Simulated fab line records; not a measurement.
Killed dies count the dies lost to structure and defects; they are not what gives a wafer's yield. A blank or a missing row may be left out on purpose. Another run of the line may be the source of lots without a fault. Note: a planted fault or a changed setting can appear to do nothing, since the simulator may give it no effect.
Matching of chambers / flow nandHarc / NHARC_P_M1_CMP_23 on cmp-02: 4 sister chambers
The step polishes, t overpolish 20 s, target thk 157.82 nm. 16 wafers are shown with their chamber, then 8 later ones without.

== EACH WAFER AND ITS CHAMBER ==
wafer=L077.1; chamber=3; motorCurrentA (A)=13.5; timeToEndpointS (s)=26.8; edgeZonePressureFrac=1.008
wafer=L077.3; chamber=1; motorCurrentA (A)=12.8; timeToEndpointS (s)=28.2; edgeZonePressureFrac=0.999
wafer=L077.6; chamber=3; motorCurrentA (A)=13.3; timeToEndpointS (s)=27.1; edgeZonePressureFrac=1.007
wafer=L078.2; chamber=2; motorCurrentA (A)=12.3; timeToEndpointS (s)=28.1; edgeZonePressureFrac=0.993
wafer=L078.4; chamber=0; motorCurrentA (A)=12.6; timeToEndpointS (s)=27.8; edgeZonePressureFrac=1.000
wafer=L078.6; chamber=3; motorCurrentA (A)=12.6; timeToEndpointS (s)=29.3; edgeZonePressureFrac=0.990
wafer=L080.1; chamber=3; motorCurrentA (A)=13.6; timeToEndpointS (s)=28.9; edgeZonePressureFrac=0.999
wafer=L080.5; chamber=2; motorCurrentA (A)=11.8; timeToEndpointS (s)=25.5; edgeZonePressureFrac=1.003
wafer=L080.6; chamber=3; motorCurrentA (A)=13.5; timeToEndpointS (s)=26.4; edgeZonePressureFrac=0.995
wafer=L085.1; chamber=1; motorCurrentA (A)=12.0; timeToEndpointS (s)=31.5; edgeZonePressureFrac=1.005
wafer=L085.5; chamber=3; motorCurrentA (A)=13.1; timeToEndpointS (s)=30.4; edgeZonePressureFrac=0.999
wafer=L085.6; chamber=0; motorCurrentA (A)=12.0; timeToEndpointS (s)=30.9; edgeZonePressureFrac=1.005
wafer=L086.1; chamber=1; motorCurrentA (A)=13.1; timeToEndpointS (s)=30.0; edgeZonePressureFrac=1.004
wafer=L086.2; chamber=3; motorCurrentA (A)=13.2; timeToEndpointS (s)=27.6; edgeZonePressureFrac=1.007
wafer=L086.4; chamber=0; motorCurrentA (A)=12.0; timeToEndpointS (s)=27.2; edgeZonePressureFrac=1.002
wafer=L089.2; chamber=3; motorCurrentA (A)=13.3; timeToEndpointS (s)=28.0; edgeZonePressureFrac=0.999

SIGNATURES (means of the wafers above)
reading=motorCurrentA; chamber 0=12.200; chamber 1=12.633; chamber 2=12.050; chamber 3=13.262; scatter within a chamber=0.378
reading=timeToEndpointS; chamber 0=28.633; chamber 1=29.900; chamber 2=26.800; chamber 3=28.062; scatter within a chamber=1.58
reading=edgeZonePressureFrac; chamber 0=1.00233; chamber 1=1.00267; chamber 2=0.99800; chamber 3=1.00050; scatter within a chamber=0.00556
Rule: for each reading, subtract the chamber's mean from the wafer's reading, divide by that reading's scatter and square the result; add these up over the readings and take the root, which gives the wafer's distance from the chamber. The wafer belongs to the nearest chamber; if the next one is less than 2 further off, it can't be placed. The scatter: take each reading less its chamber's mean, square it, sum over the shown wafers, divide by the number of wafers less the number of chambers, and take the root.

== WAFERS WITHOUT THEIR CHAMBER ==
wafer=L089.4; motorCurrentA (A)=11.8; timeToEndpointS (s)=25.0; edgeZonePressureFrac=0.999
wafer=L089.5; motorCurrentA (A)=12.6; timeToEndpointS (s)=26.3; edgeZonePressureFrac=1.001
wafer=L090.1; motorCurrentA (A)=12.2; timeToEndpointS (s)=25.6; edgeZonePressureFrac=1.006
wafer=L090.4; motorCurrentA (A)=12.4; timeToEndpointS (s)=29.2; edgeZonePressureFrac=1.003
wafer=L090.6; motorCurrentA (A)=12.7; timeToEndpointS (s)=27.0; edgeZonePressureFrac=1.009
wafer=L095.2; motorCurrentA (A)=13.4; timeToEndpointS (s)=26.8; edgeZonePressureFrac=0.988
wafer=L095.3; motorCurrentA (A)=12.9; timeToEndpointS (s)=27.2; edgeZonePressureFrac=0.993
wafer=L095.5; motorCurrentA (A)=12.7; timeToEndpointS (s)=27.5; edgeZonePressureFrac=0.996

== CHAMBER TAKEN BY EACH ==
wafer=L089.4; from the rows above=can't be placed: 2 or 0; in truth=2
wafer=L089.5; from the rows above=can't be placed: 2 or 0 or 3 or 1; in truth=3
wafer=L090.1; from the rows above=can't be placed: 2 or 0 or 1 or 3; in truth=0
wafer=L090.4; from the rows above=can't be placed: 0 or 1 or 2 or 3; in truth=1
wafer=L090.6; from the rows above=can't be placed: 0 or 1 or 3 or 2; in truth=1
wafer=L095.2; from the rows above=can't be placed: 3 or 1 or 2 or 0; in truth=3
wafer=L095.3; from the rows above=can't be placed: 3 or 2 or 1 or 0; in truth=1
wafer=L095.5; from the rows above=can't be placed: 3 or 2 or 0 or 1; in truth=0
Placed correctly: 0 of 8. Unplaceable from these rows: 8, with the true chamber sitting among the candidates in 8. 0 placed wrongly.
